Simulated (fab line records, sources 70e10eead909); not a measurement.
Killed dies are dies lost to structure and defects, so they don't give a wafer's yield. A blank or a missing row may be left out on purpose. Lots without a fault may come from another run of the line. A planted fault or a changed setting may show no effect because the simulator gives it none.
fab line records | flow nand_harc
record lots=14 wafers=42 last_day=33
route steps=1302 shown P_M0@261
lots that met no fault: from a run of the same line without faults
start_h: hours from the record's first day to the start of the lot's first wafer shown | wait_h: hours since the lot's step before | " the same as in the row above | L1.1+2: a row that stands for several wafers | - no value, or no start given | * or withheld: withheld | < > ~ a bound
route shown NAME@n: a module of which the file shows steps, and the number in the route of the first | usual: mean/standard deviation of fault-free wafers | same: alike in all rows | chamber/n: place in a boat | sites: the reading at each site | _std_site: their standard deviation | _edge_site: outer sites' mean less inner sites' | radius_mm: how far each site lies from the wafer's centre | mask NAME#n: copy n | behind: the tool/chamber that last shaped the wafer | hold: why the lot was held/for how many hours/how that ended | device: the transistor (n, p or np) that didn't switch | end of line: the same wafers' tests at the end of the route | a step without rows: its recipe alone | killed: dies lost to structure and defects at the first sort, not the wafer's yield | map: a wafer's dies, x killed, . not, _ none there
set.NAME: the setting as run; set.NAME@STEP: as run at that earlier step | model.NAME: the simulator's own value behind a step, which no gauge read
steps of the route over a sample of lots; a table a step, a row a wafer
services: from which hour (start_h, from the record's first day; less than 0 if before it) a tool's chamber was out of use, for how many hours, and why
## steps
# step NHARC_P_M0_PEB_07
# recipe peb_temp_c=100 peb_time_s=65
# usual heater_power_total_W=156.6/0.45
# columns lot.wafer tool chamber start_h wait_h heater_power_total_W
L424.3 litho_track-01 0 118.44 0.0 155.9
L424.4 " 0 " " 156.8
L424.6 " 0 " " 157.1
L425.3 litho_track-01 0 136.29 0.0 156.7
L425.4 " 0 " " 156.1
L425.5 " 0 " " 156.8
L426.4 litho_track-01 0 138.92 0.0 156.1
L426.5 " 0 " " 156.4
L426.6 " 0 " " 156.8
L427.1 litho_track-06 0 156.29 0.1 156.5
L427.2 " 0 " " 155.9
L427.4 " 0 " " 157.1
L428.2 litho_track-04 0 163.38 0.1 156.5
L428.4 " 0 " " 156.0
L428.6 " 0 " " 156.9
L429.1 litho_track-01 0 168.04 0.1 156.9
L429.3 " 0 " " 156.6
L429.5 " 0 " " 156.2
L430.1 litho_track-04 0 180.02 0.1 156.3
L430.4 " 0 " " 157.1
L430.5 " 0 " " 156.9
L437.2 litho_track-01 0 249.02 0.1 157.2
L437.4 " 0 " " 204.5
L437.6 " 0 " " 205.0
L440.1 litho_track-01 0 280.67 0.1 156.2
L440.2 " 0 " " 156.7
L440.6 " 0 " " 205.2
L442.4 litho_track-06 0 304.83 0.0 156.5
L442.5 " 0 " " 156.3
L442.6 " 0 " " 157.2
L444.1 litho_track-04 0 316.74 0.1 156.3
L444.3 " 0 " " 157.2
L444.4 " 0 " " 155.9
L445.1 litho_track-04 0 334.39 0.1 156.2
L445.2 " 0 " " 156.6
L445.6 " 0 " " 157.1
L446.2 litho_track-06 0 339.80 0.1 157.1
L446.5 " 0 " " 157.0
L446.6 " 0 " " 157.0
L447.1 litho_track-06 0 349.42 0.1 156.8
L447.2 " 0 " " 155.9
L447.5 " 0 " " 157.0
# step NHARC_P_M0_CD_MEAS_09
# recipe target_cd_nm=90 landing_energy_ev=500
# usual cd_nm=90.0/0.51
# columns lot.wafer tool chamber start_h wait_h cd_nm
L424.3 cd_sem-03 0 118.52 - 89.8
L424.4 " 0 " " 89.7
L424.6 " 0 " " 90.0
L425.3 cd_sem-03 0 136.38 - 89.4
L425.4 " 0 " " 89.2
L425.5 " 0 " " 89.2
L426.4 cd_sem-03 0 139.01 - 90.1
L426.5 " 0 " " 89.4
L426.6 " 0 " " 90.1
L427.1 cd_sem-01 0 156.37 - 89.6
L427.2 " 0 " " 89.3
L427.4 " 0 " " 90.0
L428.2 cd_sem-02 0 163.46 - 89.7
L428.4 " 0 " " 90.9
L428.6 " 0 " " 90.1
L429.1 cd_sem-01 0 168.12 - 89.9
L429.3 " 0 " " 90.2
L429.5 " 0 " " 89.5
L430.1 cd_sem-01 0 180.09 - 89.7
L430.4 " 0 " " 89.5
L430.5 " 0 " " 90.3
L437.2 cd_sem-03 0 249.10 - 90.3
L437.4 " 0 " " 71.4
L437.6 " 0 " " 71.3
L440.1 cd_sem-01 0 280.75 - 90.2
L440.2 " 0 " " 90.8
L440.6 " 0 " " 71.2
L442.4 cd_sem-03 0 304.91 - 90.1
L442.5 " 0 " " 90.6
L442.6 " 0 " " 90.8
L444.1 cd_sem-03 0 316.82 - 89.8
L444.3 " 0 " " 89.4
L444.4 " 0 " " 89.6
L445.1 cd_sem-03 0 334.47 - 90.4
L445.2 " 0 " " 89.9
L445.6 " 0 " " 90.7
L446.2 cd_sem-01 0 339.88 - 89.6
L446.5 " 0 " " 89.4
L446.6 " 0 " " 90.3
L447.1 cd_sem-03 0 349.50 - 90.1
L447.2 " 0 " " 90.1
L447.5 " 0 " " 90.7
# step NHARC_P_M0_OVL_MEAS_10
# recipe pitch_nm=180
# usual overlay_x_nm=0.1/0.85 overlay_y_nm=0.0/0.91
# columns lot.wafer tool chamber start_h wait_h overlay_x_nm overlay_y_nm
L424.3 overlay-02 - 118.61 - -0.3 -1.0
L424.4 " - " " 0.6 -0.6
L424.6 " - " " 0.4 -0.8
L425.3 overlay-01 - 136.46 - 1.1 -0.3
L425.4 " - " " 0.4 -0.3
L425.5 " - " " 0.3 -0.5
L426.4 overlay-01 - 139.09 - -0.9 -0.9
L426.5 " - " " -0.4 -0.8
L426.6 " - " " -0.4 -0.4
L427.1 overlay-01 - 156.46 - -0.7 0.3
L427.2 " - " " -0.2 0.3
L427.4 " - " " 0.1 0.6
L428.2 overlay-01 - 163.55 - 1.8 0.3
L428.4 " - " " 1.7 1.2
L428.6 " - " " 2.0 0.6
L429.1 overlay-02 - 168.21 - 0.3 -0.1
L429.3 " - " " 0.1 -0.4
L429.5 " - " " -0.1 -0.4
L430.1 overlay-02 - 180.18 - 0.3 -1.2
L430.4 " - " " 1.0 -0.5
L430.5 " - " " 0.8 -1.1
L437.2 overlay-02 - 249.18 - 0.3 0.1
L437.4 " - " " 0.8 0.1
L437.6 " - " " -0.1 0.6
L440.1 overlay-02 - 280.84 - 0.7 0.8
L440.2 " - " " 0.7 0.9
L440.6 " - " " 1.7 0.8
L442.4 overlay-01 - 305.00 - -0.8 0.9
L442.5 " - " " -0.5 1.0
L442.6 " - " " -0.4 1.3
L444.1 overlay-02 - 316.91 - 0.0 -0.5
L444.3 " - " " -0.4 -0.6
L444.4 " - " " 0.3 -0.6
L445.1 overlay-01 - 334.56 - 0.9 -0.5
L445.2 " - " " 1.0 -1.0
L445.6 " - " " 1.2 -0.5
L446.2 overlay-01 - 339.97 - 0.1 1.2
L446.5 " - " " 0.3 0.6
L446.6 " - " " 0.8 0.3
L447.1 overlay-01 - 349.59 - -1.2 -1.8
L447.2 " - " " -1.4 -2.0
L447.5 " - " " -1.6 -1.3
# step NHARC_P_M0_INSPECT_11
# usual raw_defect_count=4.7/2.9
# columns lot.wafer tool chamber start_h wait_h raw_defect_count
L424.3 defect_inspect-01 - 118.64 0.0 3
L424.4 " - " " 5
L424.6 " - " " 6
L425.3 defect_inspect-01 - 136.50 0.0 5
L425.4 " - " " 3
L425.5 " - " " 2
L426.4 defect_inspect-01 - 139.12 0.0 8
L426.5 " - " " 10
L426.6 " - " " 12
L427.1 defect_inspect-02 - 156.49 0.0 1
L427.2 " - " " 1
L427.4 " - " " 5
L428.2 defect_inspect-01 - 163.59 0.0 14
L428.4 " - " " 7
L428.6 " - " " 10
L429.1 defect_inspect-02 - 168.25 0.0 2
L429.3 " - " " 1
L429.5 " - " " 1
L430.1 defect_inspect-01 - 180.22 0.0 2
L430.4 " - " " 0
L430.5 " - " " 6
L437.2 defect_inspect-01 - 249.22 0.0 2
L437.4 " - " " 6
L437.6 " - " " 7
L440.1 defect_inspect-02 - 280.88 0.0 7
L440.2 " - " " 5
L440.6 " - " " 4
L442.4 defect_inspect-01 - 305.03 0.0 6
L442.5 " - " " 4
L442.6 " - " " 2
L444.1 defect_inspect-02 - 316.95 0.0 8
L444.3 " - " " 6
L444.4 " - " " 4
L445.1 defect_inspect-01 - 334.59 0.0 5
L445.2 " - " " 3
L445.6 " - " " 3
L446.2 defect_inspect-01 - 340.00 0.0 3
L446.5 " - " " 7
L446.6 " - " " 4
L447.1 defect_inspect-02 - 349.63 0.0 2
L447.2 " - " " 3
L447.5 " - " " 3
# step NHARC_P_M0_ETCH_15
# recipe target_depth_a=1500 overetch_a=150 time_s=82.5 c4f8_flow_sccm=withheld ar_flow_sccm=400 rf_w=600 bias_w=300 chemistry=C4F8/Ar
# usual oes_product_au=0.958/0.021 rf_vpp_V=441.4/2.4
# columns lot.wafer tool chamber start_h wait_h oes_product_au rf_hours_counter_h rf_vpp_V
L424.4 rie_diel-04 3 - - 0.926 30 442.7
L424.3 " 1 " " 0.918 33 439.0
L424.6 " 3 " " 0.928 - 442.1
L425.3 rie_diel-09 1 - - 0.966 24 438.7
L425.4 " 2 " " 0.976 30 439.2
L425.5 " 0 " " 0.959 - 442.9
L426.4 rie_diel-08 0 - - 0.934 43 445.8
L426.5 " 1 " " 0.923 - 435.4
L426.6 " 2 " " 0.929 - 438.6
L427.2 rie_diel-09 1 - - 0.971 0 438.0
L427.1 " 2 " " 0.960 0 440.8
L427.4 " 1 " " 0.970 - 439.5
L428.2 rie_diel-09 2 - - 0.961 1 441.1
L428.4 " 3 " " 0.958 0 444.3
L428.6 " 2 " " 0.967 - 440.8
L429.3 rie_diel-04 2 - - 0.924 41 446.0
L429.1 " 3 " " 0.925 45 443.8
L429.5 " 0 " " 0.930 - 441.4
L430.4 rie_diel-09 2 - - 0.966 5 440.1
L430.1 " 1 " " 0.974 4 441.6
L430.5 " 3 " " 0.951 - 442.7
L437.2 rie_diel-04 2 - - 0.952 17 443.4
L437.4 " 0 " " 0.969 18 439.9
L437.6 " 1 " " 0.965 - 439.1
L440.1 rie_diel-09 2 - - 0.971 27 440.6
L440.2 " 3 " " 0.955 25 444.0
L440.6 " 1 " " 0.980 - 440.1
L442.4 rie_diel-09 1 - - 0.960 28 438.8
L442.6 " 2 " " 0.979 - 440.5
L442.5 " 3 " " 0.980 - 443.3
L444.3 rie_diel-04 2 - - 0.923 39 445.4
L444.1 " 3 " " 0.925 36 443.8
L444.4 " 0 " " 0.918 39 440.5
L445.1 rie_diel-09 1 - - 0.979 1 438.5
L445.2 " 2 " " 0.976 1 439.2
L445.6 " 0 " " 0.975 - 443.7
L446.2 rie_diel-09 0 - - 0.964 2 443.0
L446.5 " 1 " " 0.967 - 440.3
L446.6 " 2 " " 0.969 - 440.3
L447.1 rie_diel-09 0 - - 0.981 4 443.5
L447.2 " 1 " " 0.971 4 439.4
L447.5 " 1 " " 0.953 - 439.2
## services
# columns tool chamber start_h hours kind
rie_diel-04 3 95.78 7.0 repair
rie_diel-09 0 98.29 - clean
rie_diel-09 1 98.29 - clean
rie_diel-09 2 98.29 - clean
rie_diel-09 3 98.29 - clean
rie_diel-04 1 106.34 1.8 repair
rie_diel-09 1 108.46 7.6 repair
rie_diel-09 0 122.79 - clean
rie_diel-09 1 122.79 - clean
rie_diel-09 2 122.79 - clean
rie_diel-09 3 122.79 - clean
rie_diel-09 3 141.87 18.9 repair
rie_diel-09 - 143.34 9.0 pm
litho_track-01 - 155.00 7.0 pm
rie_diel-04 0 155.86 3.0 repair
rie_diel-04 - 172.76 2.1 repair
litho_track-06 - 179.00 7.0 pm
rie_diel-04 - 179.20 9.0 pm
rie_diel-08 - 190.91 9.0 pm
litho_track-04 - 203.01 7.0 pm
rie_diel-04 1 290.02 16.2 repair
rie_diel-09 - 320.34 9.0 pm
litho_track-01 - 330.00 7.0 pm
rie_diel-04 2 346.75 6.7 repair
## key
first_sign step=NHARC_P_M0_PEB_07 reading=heater_power_total_W direction=up sigmas=99+ usual=* struck=*
effect step=NHARC_P_M0_CD_MEAS_09 reading=cd_nm direction=down sigmas=37 usual=90.0 struck=71.3
met_at NHARC_P_M0_PEB_07
struck_lots L437,L440
struck_wafers L437.4,L437.6,L440.6
later_rows_left_out L437.4,L437.6,L440.6
sort_left_out L437.4,L437.6,L440.6
not_acting_at NHARC_P_M0_OVL_MEAS_10,NHARC_P_M0_INSPECT_11,NHARC_P_M0_ETCH_15
onset_between 168.04 249.02
fault kind=process_parameter_drift tool=litho_track-01 chamber=- onset_h=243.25 steps=NHARC_P_M0_PEB_07 channel=peb_time_s offset=* shape=step end_h=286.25 scope=struck_wafers_only acts_in=* stated=*
# sort_left_out: the simulated sort isn't trusted on such a fault, so these wafers' sort isn't shown, and their yield isn't known
# later_rows_left_out: the simulator's readings of these wafers behind a module that went badly wrong aren't trusted and aren't shown, but for the sort
